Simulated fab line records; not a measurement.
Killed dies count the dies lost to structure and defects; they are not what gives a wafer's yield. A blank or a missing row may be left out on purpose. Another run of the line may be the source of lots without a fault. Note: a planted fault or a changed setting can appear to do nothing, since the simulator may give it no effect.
What tool caused it? | flow n5 finfet | 35 wafers from 12 lots sampled at 4 of the route's 1938 steps

## WHAT THE GAUGES SHOWED, per wafer
N5_BEOL_M10_CD_MEAS_11 targets a cd of 64.1 nm. Usual: 64.0 nm for cd nm, sd 0.57.
lot  | measured     | on        | cd nm (nm)     | flag
L994 | day 9 18:53  | cd sem-02 | 63.5 63.8 63.1 |
L995 | day 10 03:44 | cd sem-01 | 64.2 64.7      |
L101 | day 11 20:52 | cd sem-01 | 64.2 64.0 63.9 |
L102 | day 12 08:52 | cd sem-03 | 65.0 63.6 63.9 |
L108 | day 13 09:47 | cd sem-02 | 64.2 63.2 63.6 |
L109 | day 14 05:21 | cd sem-03 | 64.1 62.9 64.4 |
L112 | day 14 20:57 | cd sem-03 | 64.6 63.8 63.8 |
L115 | day 15 04:25 | cd sem-03 | 63.8 63.6 63.1 |
L113 | day 15 08:34 | cd sem-02 | 64.6 64.0 63.7 |
L114 | day 15 12:14 | cd sem-02 | 63.4 64.2 62.9 |
L117 | day 15 15:07 | cd sem-03 | 63.2 63.7 64.4 |
L116 | day 15 23:17 | cd sem-01 | 63.5 64.6 63.5 |

## TOOL THAT RAN EACH LOT (tool first, then ch and the chambers of the sampled wafers, then the start)
lot  | N5_BEOL_M9_SPUTTER_48        | N5_BEOL_M10_HM_DEP_02        | N5_BEOL_M10_COAT_60
L994 | pvd sputter-01, day 9 16:10  | pvd sputter-02, day 9 18:23  | litho track-01 ch 0, day 9 18:31
L995 | pvd sputter-03, day 10 00:55 | pvd sputter-02, day 10 03:14 | litho track-05 ch 0, day 10 03:22
L101 | pvd sputter-02, day 11 17:35 | pvd sputter-01, day 11 20:22 | litho track-04 ch 0, day 11 20:30
L102 | pvd sputter-03, day 12 05:41 | pvd sputter-01, day 12 08:22 | litho track-04 ch 0, day 12 08:29
L108 | pvd sputter-02, day 13 06:43 | pvd sputter-02, day 13 09:17 | litho track-01 ch 0, day 13 09:25
L109 | pvd sputter-02, day 14 02:40 | pvd sputter-01, day 14 04:51 | litho track-05 ch 0, day 14 04:59
L112 | pvd sputter-01, day 14 17:52 | pvd sputter-01, day 14 20:27 | litho track-05 ch 0, day 14 20:35
L115 | pvd sputter-02, day 15 00:47 | pvd sputter-02, day 15 03:55 | litho track-01 ch 0, day 15 04:02
L113 | pvd sputter-02, day 15 05:09 | pvd sputter-03, day 15 08:04 | litho track-05 ch 0, day 15 08:12
L114 | pvd sputter-03, day 15 09:07 | pvd sputter-01, day 15 11:44 | litho track-01 ch 0, day 15 11:52
L117 | pvd sputter-03, day 15 11:32 | pvd sputter-02, day 15 14:44 | litho track-05 ch 0, day 15 14:52
L116 | pvd sputter-01, day 15 20:08 | pvd sputter-01, day 15 22:55 | litho track-04 ch 0, day 15 23:02
- N5_BEOL_M9_SPUTTER_48: material Cu, target thk 12 nm, time 2 s.
- N5_BEOL_M10_HM_DEP_02: deposits TiN, target thk 20 nm.
- N5_BEOL_M10_COAT_60: time 60 s, resist thk 30 nm.

## AS READ BY THE TOOLS THEMSELVES (means over the sampled wafers that have a number; for cases with no such wafer, the mark the record gives instead)
N5_BEOL_M9_SPUTTER_48. Usual: substrate temp c -20.00 C, standard deviation 0.12; throttle valve pct 30.3 %, standard deviation 0.65.
lot  | tool           | substrate temp c (C) | throttle valve pct (%) | flag
L994 | pvd sputter-01 | -19.97               | 29.9                   |
L995 | pvd sputter-03 | -20.05               | 29.6                   |
L101 | pvd sputter-02 | -20.02               | 30.0                   |
L102 | pvd sputter-03 | -20.01               | 30.8                   |
L108 | pvd sputter-02 | -19.93               | 30.6                   |
L109 | pvd sputter-02 | -19.89               | 30.7                   |
L112 | pvd sputter-01 | -19.98               | 30.0                   |
L115 | pvd sputter-02 | -20.06               | 30.4                   |
L113 | pvd sputter-02 | -20.07               | 30.4                   |
L114 | pvd sputter-03 | -19.91               | 30.1                   |
L117 | pvd sputter-03 | -20.04               | 31.1                   |
L116 | pvd sputter-01 | -20.05               | 29.9                   |

N5_BEOL_M10_HM_DEP_02. Usual: substrate temp c 24.98 C, standard deviation 0.11; throttle valve pct 30.2 %, standard deviation 0.51.
lot  | tool           | substrate temp c (C) | throttle valve pct (%) | flag
L994 | pvd sputter-02 | 24.97                | 30.2                   |
L995 | pvd sputter-02 | 24.98                | 30.3                   |
L101 | pvd sputter-01 | 24.94                | 30.1                   |
L102 | pvd sputter-01 | 24.98                | 30.1                   |
L108 | pvd sputter-02 | 24.97                | 30.2                   |
L109 | pvd sputter-01 | 24.94                | 30.0                   |
L112 | pvd sputter-01 | 24.95                | 29.7                   |
L115 | pvd sputter-02 | 24.98                | 30.6                   |
L113 | pvd sputter-03 | 24.97                | 30.0                   |
L114 | pvd sputter-01 | 24.90                | 29.9                   |
L117 | pvd sputter-02 | 25.02                | 30.7                   |
L116 | pvd sputter-01 | 25.08                | 30.1                   |

N5_BEOL_M10_COAT_60. Usual: heater power total W 427.3 W, standard deviation 2.1; run length s 66.07 s, standard deviation 0.16.
lot  | tool           | heater power total W (W) | run length s (s) | flag
L994 | litho track-01 | 427.6                    | 66.15            |
L995 | litho track-05 | 428.2                    | 66.14            |
L101 | litho track-04 | 450.3                    | 60.62            | OFF
L102 | litho track-04 | 439.6                    | 63.28            | OFF
L108 | litho track-01 | 426.5                    | 66.13            |
L109 | litho track-05 | 425.8                    | 66.23            |
L112 | litho track-05 | 426.2                    | 66.18            |
L115 | litho track-01 | 429.4                    | 66.06            |
L113 | litho track-05 | 426.8                    | 66.09            |
L114 | litho track-01 | 426.5                    | 66.06            |
L117 | litho track-05 | 425.1                    | 66.35            |
L116 | litho track-04 | 426.6                    | 66.00            |

## THE ANSWER, worked out from the rows above alone
Rule: a lot counts as off when the mean over its wafers that have a number is more than 3 standard deviations away from the usual mean. Also off: a lot with no number at a reading for which 4 or more lots have one. Any other lot the step has rows for is counted as sound. After the gauges, taken in route order, come the tools' own readings; for these a lot's mean is taken, as printed above. The first step at which some lot is off is used, and at that step the reading that is off furthest; a lot without a number counts as furthest.
Off: L101, L102 (N5_BEOL_M10_COAT_60, run length s).
A tool fits if, at that step or a process step before it, it ran every lot that is off, and no sound lot after the first of them. No candidate that was tried fits.

## WHAT THE SIMULATOR HAD PUT IN
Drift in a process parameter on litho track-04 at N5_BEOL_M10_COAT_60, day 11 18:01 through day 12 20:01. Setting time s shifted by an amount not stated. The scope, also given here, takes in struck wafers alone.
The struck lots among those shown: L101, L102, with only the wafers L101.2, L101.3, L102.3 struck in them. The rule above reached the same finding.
